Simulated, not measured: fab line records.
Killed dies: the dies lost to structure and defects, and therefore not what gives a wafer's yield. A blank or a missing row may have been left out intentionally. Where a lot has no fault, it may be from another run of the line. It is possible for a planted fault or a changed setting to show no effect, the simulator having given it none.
fab line records -- flow n5_finfet
record: lots: 3, wafers: 9, last_day: 18
route steps=1938 shown HKMG_FIN@401 BEOL_M4@1111 PASSIVATION@1936
lots that met no fault: taken from a fault-free run of the same line
start_h: start of the lot's first displayed wafer, in hours after the record's first day -- wait_h: how many hours have passed since the lot's step before this one -- " as in the row above -- L1.1+2: one row covering several wafers at once -- - value missing, or start not given -- * or withheld: withheld -- < > ~ a bound
route shown NAME@n: a module of which the file shows steps, and the number in the route of the first -- usual: the fault-free wafers' mean and standard deviation -- same: alike in all rows -- chamber/n: place in a boat -- sites: readings site by site -- _std_site: how widely they spread, as a standard deviation -- _edge_site: the outer-site mean with the inner-site mean subtracted -- radius_mm: for every site, how far away it sits from the centre of the wafer -- mask NAME#n: copy n -- behind: the tool/chamber that last shaped the wafer -- hold: the reason the lot was held/the length of the hold in hours/how it ended -- device: the n, p or np transistor that did not switch -- end of line: the tests these same wafers got at the end of their route -- where a step has no rows: the recipe by itself -- killed: dies lost to structure and defects at the first sort, not the wafer's yield -- map: per-die view of a wafer (x killed, . not killed, _ where there is no die)
set.NAME: the setting that was run; set.NAME@STEP: the one run at that earlier step -- model.NAME: the simulator's own value behind a step, which no gauge read
lots at some steps of the route; a table a step, a row a wafer
services: from which hour (start_h, from the record's first day; less than 0 if before it) a tool's chamber was out of use, for how many hours, and why
== steps ==
step: N5_HKMG_FIN_DESCUM_53
recipe: chemistry: O2, time_s: 7.9, source_power_w: 50, bias_power_w: 20, pressure_mtorr: 20, rf_frequency_hz: 2.712e+07, temp_c: 40, resist: CAR-ArF, o2_flow_sccm: 225
step: N5_HKMG_FIN_ETCH_54
recipe: chemistry: CF4, target: SiARC, target_depth_a: 455, mask_material: CAR-ArF, time_s: 75.8, ion_energy_ev: 80, pressure_mtorr: 40, source_w: 545, bias_w: 36, Ar_flow_sccm: 100, cf4_flow_sccm: 100, ends: cleared
step: N5_HKMG_FIN_ETCH_55
recipe: chemistry: N2/H2, target: SOC, target_depth_a: 2400, temp_c: 40, time_s: 300, ion_energy_ev: 200, mask_material: SiARC, pressure_mtorr: 30, source_w: 840, bias_w: 150, n2_flow_sccm: 200, h2_flow_sccm: 200
step: N5_HKMG_FIN_STRIP_56
recipe: chemistry: N2/H2, temp_c: 40, n2_flow_sccm: 200, h2_flow_sccm: 200, rf_frequency_hz: 6e+07
step: N5_HKMG_FIN_STRIP_57
recipe: chemistry: CF4, resist: SiARC, power_w: 300, bias_power_w: 75, pressure_mtorr: 50, cf4_flow_sccm: 150, rf_frequency_hz: 6e+07
step: N5_HKMG_FIN_ETCH_58
recipe: chemistry: N2/H2, target: SOC, target_depth_a: 2158, ion_energy_ev: 50, bias_w: 13, time_s: 741, pressure_mtorr: 30, source_w: 875, n2_flow_sccm: 200, h2_flow_sccm: 200
step: N5_HKMG_FIN_STRIP_93
recipe: chemistry: N2/H2, material: SOC, time_s: 20, power_w: 500, temp_c: 40, pressure_mtorr: 50, rf_frequency_hz: 6e+07, bias_power_w: 8, h2_frac: 0.5, n2_flow_sccm: 300, h2_flow_sccm: 300
step: N5_HKMG_FIN_WET_ETCH_76
recipe: chemistry: dNH4OH, mix: 1:50, temp_c: 25, target: Al2O3, stop_on: La2O3, target_depth_nm: 2.25, dry: ipa_marangoni, rinse_time_s: 30, rinse_temp_c: 23
step: N5_HKMG_FIN_STRIP_60
recipe: chemistry: N2/H2, power_w: 2500, temp_c: 300, h2_frac: 0.65, time_s: 360, pressure_mtorr: withheld, n2_flow_sccm: 1750, h2_flow_sccm: 3250
step: N5_HKMG_FIN_WET_ETCH_77
recipe: chemistry: dHCl, mix: 1:10000, temp_c: 25, target: La2O3, stop_on: HfO2, target_depth_nm: 2
step: N5_HKMG_FIN_WET_ETCH_78
recipe: chemistry: dNH4OH, mix: 1:50, temp_c: 25, target: Al2O3, stop_on: La2O3, target_depth_nm: 4.5, dry: ipa_marangoni, rinse_time_s: 30, rinse_temp_c: 23
same: rinse_time_s: 30
lot.wafer,tool,chamber,start_h,wait_h
L515.1+3+6,wet_bench-03,"4,1,7",93.89,0.0
L534.3+4+6,wet_bench-03,"7,0,1",206.31,0.0
L535.1+4+6,wet_bench-02,"4,7,3",212.68,0.0
step: N5_HKMG_FIN_ALD_79
recipe: material: TiN, target_thk_a: 15, temp_c: 400, ald_precursor_family: TiCl4, ald_co_reactant: NH3, pulse_time_s: 1, purge_time_s: 3, co_reactant_purge_time_s: 2, co_reactant_pulse_time_s: 2, ald_cycles: 68, pressure_torr: 3
step: N5_HKMG_FIN_CVD_62
recipe: material: a-Si, target_thk_a: 30, temp_c: 500, precursor: Si2H6, pressure_torr: 1, time_s: 20.8
step: N5_HKMG_FIN_RTA_80
recipe: temp_c: withheld, time_s: 2, ambient: N2, idle_temp_c: 600, ramp_up_c_per_s: 150, ramp_down_c_per_s: 60, cool_to_c: 600
step: N5_HKMG_FIN_PRECLEAN_64
recipe: chemistry: dHF, time_s: 30, temp_c: 25, dilution: withheld
step: N5_HKMG_FIN_WET_ETCH_65
recipe: chemistry: TMAH, temp_c: 70, conc_wt_pct: 5, target: a-Si, stop_on: TiN, time_s: 49, target_depth_nm: 3
step: N5_HKMG_FIN_WET_ETCH_81
recipe: chemistry: SC1, target: TiN, stop_on: HfO2, mix: 1:1:5, temp_c: 60, time_s: 57, target_depth_nm: 6
step: N5_HKMG_FIN_WET_ETCH_82
recipe: chemistry: dHCl, mix: 1:10000, temp_c: 25, target: La2O3, stop_on: HfO2, target_depth_nm: 2, dry: ipa_marangoni, rinse_time_s: 30, rinse_temp_c: 23
step: N5_HKMG_FIN_ALD_36
recipe: material: TiN, target_thk_a: 10, temp_c: 400, ald_precursor_family: TiCl4, ald_co_reactant: NH3, pulse_time_s: 1, purge_time_s: 3, co_reactant_purge_time_s: 2, co_reactant_pulse_time_s: 2, ald_cycles: 47, pressure_torr: 3
step: N5_HKMG_FIN_PWFM_ALD_03
recipe: material: TiN, target_thk_a: 20, temp_c: 400, ald_precursor_family: TiCl4, ald_co_reactant: NH3, pulse_time_s: 1, purge_time_s: 3, co_reactant_purge_time_s: 2, co_reactant_pulse_time_s: 2, ald_cycles: 91, pressure_torr: 3
step: N5_HKMG_FIN_COAT_29
recipe: resist: SOC, temp_c: 250, time_s: 60, spin_rpm: 1500, resist_thk_nm: 300
step: N5_HKMG_FIN_COAT_30
recipe: resist: SiARC, temp_c: 220, time_s: 60, spin_rpm: 1500, resist_thk_nm: 35
step: N5_HKMG_FIN_COAT_06
recipe: resist: CAR-ArF, spin_rpm: 1500, resist_thk_nm: 90
step: N5_HKMG_FIN_EBR_08
recipe: solvent: PGMEA, ebr_width_mm: 1.5
step: N5_HKMG_FIN_SOFTBAKE_07
recipe: temp_c: 110, time_s: 60, resist: CAR-ArF
step: N5_HKMG_FIN_EXPOSE_09
recipe: mask_id: NWFM, na: 1.35, source_shape: conventional, sigma_outer: 0.8, polarization: unpolarized, dose_mj: 39.25
step: N5_HKMG_FIN_PEB_10
recipe: peb_temp_c: withheld, peb_time_s: 60, resist: CAR-ArF
step: N5_HKMG_FIN_DEVELOP_11
recipe: develop_time_s: 30, developer: TMAH, resist: CAR-ArF, dev_temp_c: 23, rinse_liquid: diw, dry: air_spin
step: N5_HKMG_FIN_INSPECT_14
recipe: mode: adi, inspect_instrument: macro
usual: raw_defect_count: 1.9/1.4
lot.wafer,tool,chamber,start_h,wait_h,raw_defect_count
L515.1,defect_inspect-02,-,95.93,0.0,2
L515.3,defect_inspect-02,-,95.93,0.0,284
L515.6,defect_inspect-02,-,95.93,0.0,4
L534.3,defect_inspect-02,-,209.12,0.0,2
L534.4,defect_inspect-02,-,209.12,0.0,1
L534.6,defect_inspect-02,-,209.12,0.0,0
L535.1,defect_inspect-02,-,214.71,0.0,1
L535.4,defect_inspect-02,-,214.71,0.0,3
L535.6,defect_inspect-02,-,214.71,0.0,3
step: N5_HKMG_FIN_DESCUM_17
recipe: chemistry: O2, time_s: 7.9, source_power_w: 50, bias_power_w: 20, pressure_mtorr: 20, rf_frequency_hz: 2.712e+07, temp_c: 40, resist: CAR-ArF, o2_flow_sccm: 225
step: N5_BEOL_M4_RC_MEAS_101
usual: DIBL_N: 36.0/1.8, DIBL_P: 36.3/2.4, IOFF_N: 0.16/0.035, IOFF_P: 0.21/0.036, ION_N: 673/13, ION_P: 461/7.2, SS_N: 71.4/0.6, SS_P: 73.2/0.7, VT_N: 250/4, VT_P: -250.9/2.9
lot.wafer,tool,chamber,start_h,wait_h,DIBL_N[mV/V],DIBL_P[mV/V],IOFF_N[nA/um],IOFF_P[nA/um],ION_N[uA/um],ION_P[uA/um],SS_N[mV/dec],SS_P[mV/dec],VT_N[mV],VT_P[mV]
L515.1,prober-02,0,194.97,0.0,34.8,34.2,0.16,0.22,692,476,71.2,72.6,246,-250.6
L515.3,prober-02,0,194.97,0.0,33.9,33.1,0.14,0.19,676,468,70.9,72.6,249,-250.0
L515.6,prober-02,0,194.97,0.0,33.1,32.1,0.13,0.19,667,463,70.6,72.4,250,-249.9
L535.1,prober-01,0,318.29,0.0,38.7,38.4,0.19,0.24,686,467,72.1,73.6,246,-247.2
L535.4,prober-01,0,318.29,0.0,39.2,37.3,0.19,0.22,676,459,71.9,74.3,248,-250.4
L535.6,prober-01,0,318.29,0.0,38.1,37.2,0.17,0.22,672,456,72.2,73.8,247,-249.7
L534.3,prober-02,0,320.03,0.3,35.2,35.6,0.13,0.19,652,459,70.8,73.2,253,-253.7
L534.4,prober-02,0,320.03,0.3,35.7,35.4,0.13,0.19,677,464,71.1,72.7,252,-252.5
L534.6,prober-02,0,320.03,0.3,36.8,38.2,0.16,0.23,671,462,71.4,73.4,250,-249.5
step: N5_PASSIVATION_PROBE_49
usual: defect_limited_yield: 91.2/1.4, killed_at_M0_to_M3: 35/11, killed_at_M4_up: 14/5.6, killed_at_contacts: 12/5.6, killed_at_front_end: 38/11, killed_at_other: 4/3.4, killed_dies: 103/17, killed_open: 68/12, killed_short: 33/8.8, sort_bin_5_function: 5.1/0.89, sort_bin_6_memory: 3.3/0.71, sort_n_pass: 1077/17, sort_yield_pct: 91.2/1.4
same: gross_dies: 1180, killed_at_back_side: 0, sort_bin_4_leakage[%]: 0, sort_bin_8_speed[%]: 0
lot.wafer,tool,chamber,start_h,wait_h,defect_limited_yield[%],killed_at_M0_to_M3,killed_at_M4_up,killed_at_contacts,killed_at_front_end,killed_at_other,killed_dies,killed_open,killed_short,sort_bin_5_function[%],sort_bin_6_memory[%],sort_n_pass,sort_yield_pct[%]
L515.3,prober-01,-,303.59,0.1,85.9,34,13,11,102,6,166,61,32,9.7,3.0,1014,85.9
killed by level:class
L515.3 HKMG_FIN:unspecified=71 BEOL_M0_SAQP:geometric_particle:short=9 BEOL_M0_SAQP:geometric_particle:open=9 MOL_CONTACT_COAG:geometric_particle:open=8 BEOL_M3:geometric_particle:open=7 DUMMY_GATE:geometric_particle:open=5 STI_FIN_REVEAL:geometric_particle:open=4 GATE_CUT:geometric_particle:short=4
map L515.3 (x killed, . not)
_________________..xxxxxxxxxx________________
______________..x.xxxxxxxxxxx.x._____________
___________....xx.xxxxxxxxxxx.x....__________
__________......xxxxxxxxxxxxx......._________
________..........x.x.xxxxx.xx..x.x..._______
_______......x......xxxxxxx....x.......______
______...x..x........xx..x.x.........x.._____
_____...........x.....xxx..............x.____
____.........x.x..............x..x........___
___.........x........x............x........__
___....x.............x...........x.........__
__...x..................x..x.x.............._
__....x.x........x.....xx....x.............._
_......xx.xx.................................
_.........x.........x........................
_..................x........x....x...x.x.....
_.........x........x.................x.......
_.....................................x......
_...x..........x.......x.........x...........
_.............x.....x.x......x...............
_.x........x.......................x.x......x
__..x...................x..................._
__...x...........x..x.x.....xx...........x.._
___...x.....x.............x............x...__
___..x.....xx.........x..x.........x.x.....__
____...x..................................___
_____..........x..x......................____
______.....x......x.....xx.............._____
_______...........xx...................______
________.........................x...._______
__________x............x....x......._________
___________................x...x...__________
______________.................._____________
_________________...........x________________
map L534.3 (x killed, . not)
_________________....x.......________________
______________.x................_____________
___________...x......x.....x.......__________
__________.........x................_________
________............................x._______
_______................................______
______.x...xx........x.................._____
_____....x.x....x..........x.............____
____..........x.....x..x..................___
___.....................x..................__
___................x.x..x.x................__
__.....x............x....x.................._
__.xx...x.....x....x..x...................x._
_................xxx.........x....x..x.......
_...x..x..x...........x..x..xx...x..x........
_..x.......x....x...............x....x.......
_....x....xx...x..xx..x..........x.x........x
_.........................x..................
_..............x.........x.....x....x........
_............................................
_........x...x.............x.................
__...........x..x...x..............x........_
__........x.x...............x...........x..._
___...................xx...................__
___.......................x..........xx...x__
____x.............x.......................___
_____....x..............xx......x.......x____
______...............x.............x...._____
_______......x..x..............x.......______
________.x..............x..........x.._______
__________..............x.........x._________
___________.......x................__________
______________.................._____________
_________________......x.x...________________
== services ==
tool,chamber,start_h,hours,kind
wet_bench-02,-,146.14,2.6,repair
== key ==
first_sign: step: N5_HKMG_FIN_INSPECT_14, reading: raw_defect_count, direction: up, sigmas: 99+, usual: 1.9, struck: 284
effect: step: N5_PASSIVATION_PROBE_49, reading: killed_at_front_end, direction: up, sigmas: 6, usual: 38, struck: 102
more_kills_born_at: N5_HKMG_FIN_WET_ETCH_78@wet_bench-03: 71
met_at N5_HKMG_FIN_WET_ETCH_78
struck_wafers L515.3
fault: kind: chamber_particle_source, tool: wet_bench-03, chamber: 1, onset_h: 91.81, steps: N5_HKMG_FIN_WET_ETCH_78, rate_per_visit_cm2: 0.43118, end_h: 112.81
